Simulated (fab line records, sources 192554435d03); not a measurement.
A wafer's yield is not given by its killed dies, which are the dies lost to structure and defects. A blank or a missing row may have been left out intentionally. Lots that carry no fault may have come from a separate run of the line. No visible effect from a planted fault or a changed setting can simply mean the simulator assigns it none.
What tool caused it? + flow n5_finfet + Sampling: 8 lots, 24 wafers, 5 of 1938 route steps

== WHAT EACH GAUGE READ, for each wafer ==
N5_SD_EPI_P_EPI_MEAS_23.
| lot  | measured    | on            | thk_nm (nm)    |
|------|-------------|---------------|----------------|
| L494 | day 3 16:11 | film_metro-01 | 61.7 60.8 60.6 |
| L497 | day 4 05:34 | film_metro-02 | 61.4 62.2 61.9 |
| L498 | day 4 14:35 | film_metro-01 | 59.6 57.8 61.0 |
| L508 | day 7 00:31 | film_metro-01 | 61.2 62.0 61.7 |
| L509 | day 7 04:04 | film_metro-01 | 61.0 62.1 59.9 |
| L514 | day 8 12:12 | film_metro-01 | 61.7 63.3 61.7 |
| L515 | day 8 15:01 | film_metro-02 | 59.9 60.7 60.2 |
| L516 | day 8 21:23 | film_metro-01 | 62.3 61.6 62.0 |

N5_BEOL_M4_RC_MEAS_101.
| lot  | measured     | on        | DIBL_N (mV/V)  | DIBL_P (mV/V)  | IOFF_N (nA/um)    | IOFF_P (nA/um) | ION_N (uA/um) | ION_P (uA/um) | REXT_N (ohm.um) | REXT_P (ohm.um)   | SS_N (mV/dec)  | SS_P (mV/dec)  | VT_N (mV)   | VT_N_LVT (mV) | VT_P (mV)      |
|------|--------------|-----------|----------------|----------------|-------------------|----------------|---------------|---------------|-----------------|-------------------|----------------|----------------|-------------|---------------|----------------|
| L494 | day 8 20:48  | prober-02 | 35.8 36.6 36.6 | 37.4 37.3 37.5 | 0.150 0.153 0.164 | 0.20 0.20 0.21 | 673 659 671   | 460 447 459   | 75.0 74.6 74.2  | 100.3 102.9 101.5 | 71.2 71.3 71.5 | 73.4 73.6 73.1 | 248 251 251 | 99 100 98     | -251 -252 -254 |
| L497 | day 9 17:08  | prober-02 | 38.1 39.7 37.4 | 36.5 38.4 35.3 | 0.204 0.260 0.191 | 0.25 0.31 0.24 | 697 698 683   | 472 477 469   | 74.9 74.5 75.1  | 101.6 99.4 102.3  | 72.2 72.9 72.1 | 73.0 73.5 73.2 | 248 243 247 | 94 92 96      | -247 -241 -247 |
| L498 | day 9 19:52  | prober-01 | 37.4 34.0 35.3 | 39.1 34.9 35.5 | 0.216 0.136 0.154 | 0.26 0.20 0.19 | 689 673 667   | 473 460 454   | 75.6 74.8 74.4  | 100.8 100.0 101.1 | 71.9 70.8 71.1 | 73.9 73.1 73.5 | 241 251 250 | 93 99 97      | -246 -253 -253 |
| L508 | day 11 18:23 | prober-02 | 31.2 31.0 31.1 | 33.9 33.3 31.2 | 0.083 0.081 0.074 | 0.16 0.15 0.12 | 620 631 607   | 441 449 434   | 92.1 91.4 89.3  | 109.6 108.3 108.1 | 70.2 70.1 70.6 | 72.6 72.4 72.5 | 260 261 263 | 108 108 111   | -255 -255 -258 |
| L509 | day 12 21:51 | prober-02 | 30.6 32.7 32.2 | 32.5 35.0 34.0 | 0.075 0.097 0.096 | 0.14 0.18 0.16 | 614 625 622   | 437 445 441   | 90.2 92.1 90.2  | 106.3 106.1 106.8 | 70.1 70.8 69.9 | 72.6 72.8 72.9 | 261 256 259 | 110 106 106   | -259 -253 -257 |
| L514 | day 13 16:05 | prober-02 | 39.1 38.5 39.0 | 37.3 36.3 38.0 | 0.199 0.188 0.196 | 0.22 0.21 0.25 | 683 695 679   | 460 470 462   | 73.3 72.3 74.1  | 97.2 95.8 96.2    | 71.9 71.4 71.4 | 73.5 73.1 73.4 | 247 245 245 | 95 95 95      | -250 -250 -246 |
| L515 | day 13 23:15 | prober-02 | 35.5 38.6 36.9 | 34.9 39.7 37.1 | 0.113 0.190 0.152 | 0.14 0.20 0.16 | 649 673 675   | 443 453 455   | 73.1 73.5 72.7  | 98.8 100.1 100.4  | 71.2 72.2 71.9 | 72.3 73.7 72.9 | 257 250 251 | 104 96 97     | -262 -253 -258 |
| L516 | day 14 19:29 | prober-01 | 36.1 37.3 33.1 | 37.1 39.1 34.9 | 0.157 0.196 0.117 | 0.22 0.26 0.19 | 657 689 652   | 458 472 460   | 76.8 78.0 77.4  | 97.7 98.4 97.1    | 71.7 71.7 70.8 | 73.4 73.6 72.5 | 253 247 253 | 101 96 103    | -250 -248 -250 |

== EACH LOT AND THE TOOL THAT RAN IT (in order: tool; ch and the chambers of the sampled wafers; start) ==
| lot  | N5_SD_EPI_P_ETCHBACK_46           | N5_SD_EPI_P_STRIP_40                | N5_SD_ACTIVATION_RTA_00         |
|------|-----------------------------------|-------------------------------------|---------------------------------|
| L494 | rie_diel-04 ch 0,2,3, day 3 10:57 | plasma_asher-01 ch 0,1, day 3 11:23 | rtp_anneal-01 ch 0, day 3 16:31 |
| L497 | rie_diel-05 ch 1,2,3, day 3 22:59 | plasma_asher-02 ch 0,1, day 3 23:25 | rtp_anneal-02 ch 0, day 4 05:48 |
| L498 | rie_diel-04 ch 2,3, day 4 07:58   | plasma_asher-02 ch 0,1, day 4 08:26 | rtp_anneal-02 ch 0, day 4 14:57 |
| L508 | rie_diel-05 ch 2,3, day 6 21:23   | plasma_asher-01 ch 0,1, day 6 21:48 | rtp_anneal-02 ch 0, day 7 00:50 |
| L509 | rie_diel-05 ch 0,1,3, day 7 00:06 | plasma_asher-01 ch 0,1, day 7 00:31 | rtp_anneal-02 ch 0, day 7 04:25 |
| L514 | rie_diel-05 ch 0,3, day 8 08:13   | plasma_asher-01 ch 0,1, day 8 08:38 | rtp_anneal-01 ch 0, day 8 12:32 |
| L515 | rie_diel-05 ch 0,2,3, day 8 11:53 | plasma_asher-02 ch 0,1, day 8 12:19 | rtp_anneal-01 ch 0, day 8 15:19 |
| L516 | rie_diel-02 ch 0,1,3, day 8 18:14 | plasma_asher-02 ch 0,1, day 8 18:39 | rtp_anneal-01 ch 0, day 8 21:41 |
- N5_SD_EPI_P_ETCHBACK_46: etches SiNx in CH3F/O2, stops on SiO2, target depth 17.5 nm.
- N5_SD_EPI_P_STRIP_40: strips in N2/H2.
- N5_SD_ACTIVATION_RTA_00: time 0 s.

== AS READ BY THE TOOLS THEMSELVES (means over the sampled wafers that have a number; for cases with no such wafer, the mark the record gives instead) ==
N5_SD_EPI_P_ETCHBACK_46.
| lot  | tool        | drypump_motor_current_A (A) | oes_product_au (a.u.) | rf_vpp_V (V) | showerhead_plenum_p_Torr (Torr) | throttle_valve_pct (%) |
|------|-------------|-----------------------------|-----------------------|--------------|---------------------------------|------------------------|
| L494 | rie_diel-04 | 5.7                         | 0.71                  | 299          | 1.99                            | 16.52                  |
| L497 | rie_diel-05 | 5.9                         | 0.71                  | 297          | 2.02                            | 16.32                  |
| L498 | rie_diel-04 | 6.2                         | 0.73                  | 298          | 2.01                            | 16.54                  |
| L508 | rie_diel-05 | 5.8                         | 0.73                  | 297          | 2.06                            | 16.20                  |
| L509 | rie_diel-05 | 5.9                         | 0.65                  | 301          | 1.99                            | 16.37                  |
| L514 | rie_diel-05 | 5.7                         | 0.69                  | 301          | 2.04                            | 16.25                  |
| L515 | rie_diel-05 | 5.6                         | 0.68                  | 300          | 1.98                            | 16.32                  |
| L516 | rie_diel-02 | 5.5                         | 0.74                  | 300          | 1.97                            | 16.43                  |

N5_SD_EPI_P_STRIP_40.
| lot  | tool            | drypump_motor_current_A (A) | heater_power_w (W) | n2_flow_sccm (sccm) | oes_product_au (a.u.) |
|------|-----------------|-----------------------------|--------------------|---------------------|-----------------------|
| L494 | plasma_asher-01 | 5.75                        | 376                | 1752                | 0.762                 |
| L497 | plasma_asher-02 | 6.30                        | 355                | 1751                | 0.770                 |
| L498 | plasma_asher-02 | 6.21                        | 338                | 1749                | 0.763                 |
| L508 | plasma_asher-01 | 5.87                        | 375                | 1755                | 0.761                 |
| L509 | plasma_asher-01 | 5.79                        | 376                | 1751                | 0.759                 |
| L514 | plasma_asher-01 | 5.82                        | 379                | 1750                | 0.768                 |
| L515 | plasma_asher-02 | 6.20                        | 334                | 1748                | 0.751                 |
| L516 | plasma_asher-02 | 6.30                        | 357                | 1748                | 0.763                 |

N5_SD_ACTIVATION_RTA_00.
| lot  | tool          | lamp_power_pct (%) | lamp_zone_1_pct (%) | lamp_zone_2_pct (%) | lamp_zone_3_pct (%) | lamp_zone_4_pct (%) | lamp_zone_5_pct (%) | lamp_zone_6_pct (%) | lamp_zone_7_pct (%) | wafer_temp_C_max |
|------|---------------|--------------------|---------------------|---------------------|---------------------|---------------------|---------------------|---------------------|---------------------|------------------|
| L494 | rtp_anneal-01 | 8.99               | 8.972               | 8.950               | 8.953               | 8.945               | 8.987               | 8.895               | 9.372               | 976.2            |
| L497 | rtp_anneal-02 | 8.94               | 8.932               | 8.958               | 8.951               | 8.934               | 8.972               | 8.891               | 9.360               | 974.6            |
| L498 | rtp_anneal-02 | 9.00               | 8.940               | 8.911               | 8.942               | 8.966               | 8.963               | 8.879               | 9.350               | 974.5            |
| L508 | rtp_anneal-02 | 8.57               | 8.574               | 8.564               | 8.555               | 8.555               | 8.546               | 8.509               | 8.921               | 974.7            |
| L509 | rtp_anneal-02 | 8.56               | 8.563               | 8.554               | 8.569               | 8.560               | 8.558               | 8.491               | 8.923               | 976.4            |
| L514 | rtp_anneal-01 | 8.98               | 8.957               | 8.914               | 8.943               | 8.910               | 8.952               | 8.855               | 9.337               | 974.6            |
| L515 | rtp_anneal-01 | 8.94               | 8.956               | 8.925               | 8.960               | 8.957               | 8.957               | 8.877               | 9.361               | 976.5            |
| L516 | rtp_anneal-01 | 8.99               | 8.971               | 8.939               | 8.944               | 8.958               | 8.952               | 8.850               | 9.355               | 975.6            |

== THE ANSWER, worked out from the rows above alone ==
Rule: what is usual is taken from the lots themselves. The widest of any qualifying gaps counts: lots, ordered by their means at a reading, are off when they make up no more than a third of the lots, leave a main group of 4 or more, and stand apart from it by 3 or more times the standard deviation of that group's means. If all means in a main group match to the digits the tables above print for the reading, that group is not used. Also off: a lot with no number at a reading for which 4 or more lots have one. The other lots that the step has rows for count as sound. After the gauges, taken in route order, come the tools' own readings; for these a lot's mean is taken, as printed above. At the first step where some lot is off, the reading lying furthest off is the one used; lots without a number count as furthest.
Off: at N5_BEOL_M4_RC_MEAS_101 (REXT_N), L508, L509. The main group: mean 74.7 ohm.um, standard deviation 1.4.
If a tool, at a process step before that reading, ran all the lots that are off and no sound lot after the first of them, it fits. Not tried: the gauges at N5_BEOL_M4_RC_MEAS_101; whatever is off there is also off at N5_SD_ACTIVATION_RTA_00, on other tools, and gauge error can't account for it. One fits: rtp_anneal-02 at N5_SD_ACTIVATION_RTA_00. A fault onset in the window from L498 (day 4 14:57, its last sound lot) to L508 (day 7 00:50, its first lot off) fits.
The tool's own readings at N5_SD_ACTIVATION_RTA_00 bear it out: on the lots that are off they differ by more than 5 times the standard deviation of the sound lots' means. lamp_power_pct reads 8.57 % there against 8.97 % on the sound lots; lamp_zone_1_pct reads 8.569 % there against 8.955 % on the sound lots; lamp_zone_2_pct reads 8.559 % there against 8.933 % on the sound lots; lamp_zone_3_pct reads 8.562 % there against 8.949 % on the sound lots; lamp_zone_4_pct reads 8.558 % there against 8.945 % on the sound lots; lamp_zone_5_pct reads 8.552 % there against 8.964 % on the sound lots; lamp_zone_6_pct reads 8.500 % there against 8.874 % on the sound lots; lamp_zone_7_pct reads 8.922 % there against 9.356 % on the sound lots.

== WHAT HAD BEEN PUT IN BY THE SIMULATOR ==
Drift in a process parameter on rtp_anneal-02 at N5_SD_ACTIVATION_RTA_00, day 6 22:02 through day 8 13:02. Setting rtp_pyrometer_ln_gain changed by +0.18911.
Lots struck among those shown: L508, L509. The rule above reached the same finding.
